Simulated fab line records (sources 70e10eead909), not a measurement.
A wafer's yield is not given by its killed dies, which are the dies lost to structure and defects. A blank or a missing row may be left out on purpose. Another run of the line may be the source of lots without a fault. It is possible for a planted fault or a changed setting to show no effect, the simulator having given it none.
Which tool is to blame? | flow nand-harc | Sampling: 24 lots, 72 wafers, 6 of 1302 route steps

WHAT EACH GAUGE READ, for each wafer
No reading from a measuring or inspecting step in the record can be judged against a usual standard deviation.

WHICH TOOL RAN EACH LOT (tool, then ch and the chambers of the sampled wafers, then the start)
lot  | NHARC_P_GATE_RTA_80              | NHARC_P_CONTACT_ETCH_18                       | NHARC_P_CONTACT_DEGAS_38     | NHARC_P_M0_PRE_CLEAN_29                 | NHARC_P_M0_ANNEAL_30             | NHARC_P_M1_PVD_20
L074 | rtp-anneal-02 ch 0, day 5 18:51  | rie-diel-02 ch 0,2, day 5 22:51 or earlier    | pvd-sputter-02, day 5 22:51  | pvd-sputter-03, day 6 03:07 or earlier  | rtp-anneal-01 ch 0, day 6 03:07  | pvd-sputter-02, no start
L075 | rtp-anneal-02 ch 0, day 6 00:51  | rie-diel-02 ch 1,2,3, day 6 04:46 or earlier  | pvd-sputter-01, day 6 04:46  | pvd-sputter-02, day 6 08:59 or earlier  | rtp-anneal-01 ch 0, day 6 08:59  | pvd-sputter-02, no start
L076 | rtp-anneal-02 ch 0, day 6 13:02  | rie-diel-05 ch 0,1,3, day 6 17:03 or earlier  | pvd-sputter-01, day 6 17:03  | pvd-sputter-03, day 6 21:24 or earlier  | rtp-anneal-01 ch 0, day 6 21:24  | pvd-sputter-02, no start
L077 | rtp-anneal-01 ch 0, day 7 06:48  | rie-diel-05 ch 1,2, day 7 10:52 or earlier    | pvd-sputter-02, day 7 10:52  | pvd-sputter-01, day 7 15:06 or earlier  | rtp-anneal-01 ch 0, day 7 15:06  | pvd-sputter-02, no start
L078 | rtp-anneal-01 ch 0, day 7 10:45  | rie-diel-02 ch 0,2, day 7 14:49 or earlier    | pvd-sputter-03, day 7 14:49  | pvd-sputter-03, day 7 19:05 or earlier  | rtp-anneal-01 ch 0, day 7 19:05  | pvd-sputter-03, no start
L079 | rtp-anneal-01 ch 0, day 7 22:34  | rie-diel-06 ch 0,1,3, day 8 02:44 or earlier  | pvd-sputter-03, day 8 02:44  | pvd-sputter-03, day 8 06:56 or earlier  | rtp-anneal-02 ch 0, day 8 06:56  | pvd-sputter-01, no start
L080 | rtp-anneal-01 ch 0, day 8 06:31  | rie-diel-06 ch 1,2, day 8 10:31 or earlier    | pvd-sputter-02, day 8 10:31  | pvd-sputter-02, day 8 14:50 or earlier  | rtp-anneal-01 ch 0, day 8 14:50  | pvd-sputter-01, no start
L081 | rtp-anneal-01 ch 0, day 8 18:28  | rie-diel-02 ch 1,2,3, day 8 22:26 or earlier  | pvd-sputter-01, day 8 22:26  | pvd-sputter-03, day 9 03:03 or earlier  | rtp-anneal-02 ch 0, day 9 03:03  | pvd-sputter-01, no start
L082 | rtp-anneal-02 ch 0, day 9 10:56  | rie-diel-02 ch 1,3, day 9 14:57 or earlier    | pvd-sputter-02, day 9 14:57  | pvd-sputter-02, day 9 19:14 or earlier  | rtp-anneal-01 ch 0, day 9 19:14  | pvd-sputter-03, no start
L083 | rtp-anneal-01 ch 0, day 9 15:25  | rie-diel-06 ch 0,1,3, day 9 19:25 or earlier  | pvd-sputter-01, day 9 19:25  | pvd-sputter-02, day 9 23:42 or earlier  | rtp-anneal-02 ch 0, day 9 23:42  | pvd-sputter-03, no start
L084 | rtp-anneal-01 ch 0, day 10 04:41 | rie-diel-05 ch 0,2,3, day 10 08:55 or earlier | pvd-sputter-03, day 10 08:55 | pvd-sputter-03, day 10 13:30 or earlier | rtp-anneal-02 ch 0, day 10 13:30 | pvd-sputter-03, no start
L085 | rtp-anneal-02 ch 0, day 10 05:24 | rie-diel-06 ch 1,2, day 10 09:29 or earlier   | pvd-sputter-02, day 10 09:29 | pvd-sputter-03, day 10 14:35 or earlier | rtp-anneal-01 ch 0, day 10 14:35 | pvd-sputter-03, no start
L086 | rtp-anneal-02 ch 0, day 10 14:10 | rie-diel-06 ch 2,3, day 10 18:05 or earlier   | pvd-sputter-02, day 10 18:05 | pvd-sputter-02, day 10 23:16 or earlier | rtp-anneal-01 ch 0, day 10 23:16 | pvd-sputter-03, no start
L087 | rtp-anneal-01 ch 0, day 11 09:17 | rie-diel-05 ch 0,2, day 11 13:19 or earlier   | pvd-sputter-02, day 11 13:19 | pvd-sputter-02, day 11 17:35 or earlier | rtp-anneal-02 ch 0, day 11 17:35 | pvd-sputter-03, no start
L088 | rtp-anneal-01 ch 0, day 11 20:42 | rie-diel-06 ch 1,2, day 12 00:43 or earlier   | pvd-sputter-01, day 12 00:43 | pvd-sputter-03, day 12 04:52 or earlier | rtp-anneal-01 ch 0, day 12 04:52 | pvd-sputter-03, no start
L089 | rtp-anneal-01 ch 0, day 12 00:26 | rie-diel-05 ch 0,2,3, day 12 04:25 or earlier | pvd-sputter-01, day 12 04:25 | pvd-sputter-01, day 12 08:54 or earlier | rtp-anneal-01 ch 0, day 12 08:54 | pvd-sputter-01, no start
L091 | rtp-anneal-01 ch 0, day 12 21:41 | rie-diel-02 ch 2,3, day 13 01:44 or earlier   | pvd-sputter-01, day 13 01:44 | pvd-sputter-01, day 13 05:53 or earlier | rtp-anneal-02 ch 0, day 13 05:53 | pvd-sputter-03, no start
L090 | rtp-anneal-02 ch 0, day 12 22:38 | rie-diel-06 ch 1,2, day 13 02:44 or earlier   | pvd-sputter-03, day 13 02:44 | pvd-sputter-02, day 13 06:58 or earlier | rtp-anneal-02 ch 0, day 13 06:58 | pvd-sputter-01, no start
L093 | rtp-anneal-01 ch 0, day 13 13:46 | rie-diel-05 ch 1,2, day 13 17:51 or earlier   | pvd-sputter-01, day 13 17:51 | pvd-sputter-01, day 13 22:14 or earlier | rtp-anneal-01 ch 0, day 13 22:14 | pvd-sputter-03, no start
L092 | rtp-anneal-02 ch 0, day 13 14:26 | rie-diel-06 ch 0,2, day 13 18:28 or earlier   | pvd-sputter-01, day 13 18:28 | pvd-sputter-03, day 13 22:53 or earlier | rtp-anneal-02 ch 0, day 13 22:53 | pvd-sputter-02, no start
L094 | rtp-anneal-01 ch 0, day 14 05:08 | rie-diel-05 ch 0,3, day 14 09:10 or earlier   | pvd-sputter-02, day 14 09:10 | pvd-sputter-01, day 14 13:22 or earlier | rtp-anneal-02 ch 0, day 14 13:22 | pvd-sputter-01, no start
L095 | rtp-anneal-01 ch 0, day 14 18:22 | rie-diel-02 ch 2,3, day 14 22:17 or earlier   | pvd-sputter-03, day 14 22:17 | pvd-sputter-01, day 15 03:08 or earlier | rtp-anneal-02 ch 0, day 15 03:08 | pvd-sputter-01, no start
L096 | rtp-anneal-02 ch 0, day 15 02:23 | rie-diel-02 ch 0,2,3, day 15 06:31 or earlier | pvd-sputter-03, day 15 06:31 | pvd-sputter-03, day 15 11:03 or earlier | rtp-anneal-01 ch 0, day 15 11:03 | pvd-sputter-01, no start
L097 | rtp-anneal-01 ch 0, day 15 14:56 | rie-diel-05 ch 2,3, day 15 19:13 or earlier   | pvd-sputter-01, day 15 19:13 | pvd-sputter-02, day 16 00:10 or earlier | rtp-anneal-02 ch 0, day 16 00:10 | pvd-sputter-01, no start
- NHARC_P_GATE_RTA_80: time 30 s.
- NHARC_P_CONTACT_ETCH_18: etches the open film in C4F8/O2/Ar, target depth 481 nm, time 240.5 s.
- NHARC_P_CONTACT_DEGAS_38: time 60 s.
- NHARC_P_M0_PRE_CLEAN_29: time 30 s.
- NHARC_P_M0_ANNEAL_30: time 90 s.
- NHARC_P_M1_PVD_20: deposits TaN, target thk 5 nm, time 8.06 s.

WHAT THE TOOLS THEMSELVES READ (means of the sampled wafers that have a number; where no wafer has one, the mark that the record gives instead)
NHARC_P_GATE_RTA_80. Usual: lamp-power-pct 2.17 %, standard deviation 0.039; wafer_temp_C_max 301.13, standard deviation 0.24.
lot  | tool          | lamp-power-pct (%) | wafer_temp_C_max | flag
L074 | rtp-anneal-02 | 2.12               | 301.19           |
L075 | rtp-anneal-02 | 2.12               | 300.91           |
L076 | rtp-anneal-02 | 2.12               | 301.06           |
L077 | rtp-anneal-01 | 2.20               | 300.94           |
L078 | rtp-anneal-01 | 2.20               | 300.80           |
L079 | rtp-anneal-01 | 2.20               | 301.25           |
L080 | rtp-anneal-01 | 2.20               | 301.09           |
L081 | rtp-anneal-01 | 2.20               | 301.19           |
L082 | rtp-anneal-02 | 2.12               | 301.21           |
L083 | rtp-anneal-01 | 2.21               | 300.88           |
L084 | rtp-anneal-01 | 2.20               | 301.21           |
L085 | rtp-anneal-02 | 2.12               | 301.06           |
L086 | rtp-anneal-02 | 2.12               | 301.01           |
L087 | rtp-anneal-01 | 2.20               | 301.41           |
L088 | rtp-anneal-01 | 2.20               | 301.05           |
L089 | rtp-anneal-01 | 2.20               | 301.17           |
L091 | rtp-anneal-01 | 2.21               | 301.17           |
L090 | rtp-anneal-02 | 2.12               | 301.15           |
L093 | rtp-anneal-01 | 2.20               | 301.18           |
L092 | rtp-anneal-02 | 2.12               | 301.00           |
L094 | rtp-anneal-01 | 2.20               | 300.92           |
L095 | rtp-anneal-01 | 2.20               | 301.31           |
L096 | rtp-anneal-02 | 2.13               | 301.10           |
L097 | rtp-anneal-01 | 2.20               | 301.19           |

NHARC_P_CONTACT_ETCH_18. Usual: oes-product-au 0.962 a.u., standard deviation 0.02; rf-vpp-V 979 V, standard deviation 4.7.
lot  | tool        | oes-product-au (a.u.) | rf-vpp-V (V) | flag
L074 | rie-diel-02 | 0.972                 | 975          |
L075 | rie-diel-02 | 0.946                 | 982          |
L076 | rie-diel-05 | 0.921                 | 978          |
L077 | rie-diel-05 | 0.975                 | 979          |
L078 | rie-diel-02 | 0.966                 | 975          |
L079 | rie-diel-06 | 0.956                 | 978          |
L080 | rie-diel-06 | 0.966                 | 980          |
L081 | rie-diel-02 | 0.971                 | 983          |
L082 | rie-diel-02 | 0.978                 | 983          |
L083 | rie-diel-06 | 0.975                 | 976          |
L084 | rie-diel-05 | 0.966                 | 981          |
L085 | rie-diel-06 | 0.979                 | 978          |
L086 | rie-diel-06 | 0.975                 | 974          |
L087 | rie-diel-05 | 0.973                 | 982          |
L088 | rie-diel-06 | 0.928                 | 981          |
L089 | rie-diel-05 | 0.934                 | 981          |
L091 | rie-diel-02 | 0.970                 | 981          |
L090 | rie-diel-06 | 0.977                 | 979          |
L093 | rie-diel-05 | 0.958                 | 979          |
L092 | rie-diel-06 | 0.977                 | 976          |
L094 | rie-diel-05 | 0.936                 | 980          |
L095 | rie-diel-02 | 0.946                 | 978          |
L096 | rie-diel-02 | 0.970                 | 978          |
L097 | rie-diel-05 | 0.959                 | 980          |

NHARC_P_CONTACT_DEGAS_38. Usual: heater-power-w reads 459 W (standard deviation 43).
lot  | tool           | heater-power-w (W) | flag
L074 | pvd-sputter-02 | 514                |
L075 | pvd-sputter-01 | 452                |
L076 | pvd-sputter-01 | 451                |
L077 | pvd-sputter-02 | 519                |
L078 | pvd-sputter-03 | 409                |
L079 | pvd-sputter-03 | 413                |
L080 | pvd-sputter-02 | 482                |
L081 | pvd-sputter-01 | 452                |
L082 | pvd-sputter-02 | 494                |
L083 | pvd-sputter-01 | 450                |
L084 | pvd-sputter-03 | 445                |
L085 | pvd-sputter-02 | 512                |
L086 | pvd-sputter-02 | 509                |
L087 | pvd-sputter-02 | 526                |
L088 | pvd-sputter-01 | 428                |
L089 | pvd-sputter-01 | 460                |
L091 | pvd-sputter-01 | 466                |
L090 | pvd-sputter-03 | 409                |
L093 | pvd-sputter-01 | 449                |
L092 | pvd-sputter-01 | 433                |
L094 | pvd-sputter-02 | 454                |
L095 | pvd-sputter-03 | 411                |
L096 | pvd-sputter-03 | 405                |
L097 | pvd-sputter-01 | 459                |

NHARC_P_M0_PRE_CLEAN_29. Usual: heater-power-w reads 406 W (standard deviation 41).
lot  | tool           | heater-power-w (W) | flag
L074 | pvd-sputter-03 | 408                |
L075 | pvd-sputter-02 | 430                |
L076 | pvd-sputter-03 | 395                |
L077 | pvd-sputter-01 | 402                |
L078 | pvd-sputter-03 | 381                |
L079 | pvd-sputter-03 | 380                |
L080 | pvd-sputter-02 | 431                |
L081 | pvd-sputter-03 | 399                |
L082 | pvd-sputter-02 | 434                |
L083 | pvd-sputter-02 | 461                |
L084 | pvd-sputter-03 | 396                |
L085 | pvd-sputter-03 | 362                |
L086 | pvd-sputter-02 | 460                |
L087 | pvd-sputter-02 | 461                |
L088 | pvd-sputter-03 | 392                |
L089 | pvd-sputter-01 | 377                |
L091 | pvd-sputter-01 | 396                |
L090 | pvd-sputter-02 | 455                |
L093 | pvd-sputter-01 | 396                |
L092 | pvd-sputter-03 | 426                |
L094 | pvd-sputter-01 | 376                |
L095 | pvd-sputter-01 | 401                |
L096 | pvd-sputter-03 | 392                |
L097 | pvd-sputter-02 | 455                |

NHARC_P_M0_ANNEAL_30. Usual: anneal-temp-c 224.97 C, standard deviation 0.21; wafer_temp_C_max 225.80, standard deviation 0.23.
lot  | tool          | anneal-temp-c (C) | wafer_temp_C_max | flag
L074 | rtp-anneal-01 | 224.93            | 226.11           |
L075 | rtp-anneal-01 | 224.76            | 225.59           |
L076 | rtp-anneal-01 | 225.02            | 225.91           |
L077 | rtp-anneal-01 | 224.89            | 225.62           |
L078 | rtp-anneal-01 | 224.80            | 226.11           |
L079 | rtp-anneal-02 | 224.68            | 225.77           |
L080 | rtp-anneal-01 | 225.09            | 225.74           |
L081 | rtp-anneal-02 | 224.97            | 225.82           |
L082 | rtp-anneal-01 | 225.14            | 225.90           |
L083 | rtp-anneal-02 | 224.94            | 225.81           |
L084 | rtp-anneal-02 | 224.80            | 225.58           |
L085 | rtp-anneal-01 | 224.79            | 225.93           |
L086 | rtp-anneal-01 | 224.88            | 226.02           |
L087 | rtp-anneal-02 | 224.58            | 225.78           |
L088 | rtp-anneal-01 | 225.04            | 225.76           |
L089 | rtp-anneal-01 | 224.99            | 225.79           |
L091 | rtp-anneal-02 | 224.94            | 225.85           |
L090 | rtp-anneal-02 | 225.36            | 225.74           |
L093 | rtp-anneal-01 | 225.36            | 225.63           |
L092 | rtp-anneal-02 | 224.87            | 225.78           |
L094 | rtp-anneal-02 | 224.87            | 225.75           |
L095 | rtp-anneal-02 | 225.24            | 225.84           |
L096 | rtp-anneal-01 | 224.78            | 225.55           |
L097 | rtp-anneal-02 | 224.74            | 225.83           |

NHARC_P_M1_PVD_20. Usual: chamber-pressure-pa 0.12001 Pa, standard deviation 0.00023; throttle-valve-pct 29.7 %, standard deviation 0.76.
lot  | tool           | chamber-pressure-pa (Pa) | throttle-valve-pct (%) | flag
L074 | pvd-sputter-02 | 0.11989                  | 30.2                   |
L075 | pvd-sputter-02 | 0.12006                  | 30.5                   |
L076 | pvd-sputter-02 | 0.11971                  | 30.6                   |
L077 | pvd-sputter-02 | 0.11982                  | 29.6                   |
L078 | pvd-sputter-03 | 0.11996                  | 29.3                   |
L079 | pvd-sputter-01 | 0.12025                  | 30.2                   |
L080 | pvd-sputter-01 | 0.11994                  | 29.3                   |
L081 | pvd-sputter-01 | 0.12023                  | 29.5                   |
L082 | pvd-sputter-03 | 0.12003                  | 29.1                   |
L083 | pvd-sputter-03 | 0.11994                  | 29.7                   |
L084 | pvd-sputter-03 | 0.12032                  | 29.6                   |
L085 | pvd-sputter-03 | 0.12023                  | 29.5                   |
L086 | pvd-sputter-03 | 0.12014                  | 30.1                   |
L087 | pvd-sputter-03 | 0.12009                  | 29.5                   |
L088 | pvd-sputter-03 | 0.11994                  | 29.5                   |
L089 | pvd-sputter-01 | 0.11991                  | 30.2                   |
L091 | pvd-sputter-03 | 0.11982                  | 29.4                   |
L090 | pvd-sputter-01 | 0.11997                  | 29.5                   |
L093 | pvd-sputter-03 | 0.12009                  | 29.6                   |
L092 | pvd-sputter-02 | 0.12004                  | 30.1                   |
L094 | pvd-sputter-01 | 0.11994                  | 29.9                   |
L095 | pvd-sputter-01 | 0.12016                  | 29.7                   |
L096 | pvd-sputter-01 | 0.12026                  | 30.5                   |
L097 | pvd-sputter-01 | 0.11992                  | 29.7                   |

THE ANSWER, worked out from the rows above alone
Rule: a lot is off if the mean of its wafers that have a number lies more than 3 standard deviations from the usual mean. A lot without any number at a reading at which 4 lots or more have one is off too. Where the step has rows for the other lots, those lots are counted as sound. After the gauges, taken in route order, come the tools' own readings; for these a lot's mean is taken, as printed above. The first step at which some lot is off is used, and at that step the reading that is off furthest; a lot without a number counts as furthest.
Nothing can be told from this: no lot is off at any reading shown.

WHAT THE SIMULATOR PUT IN
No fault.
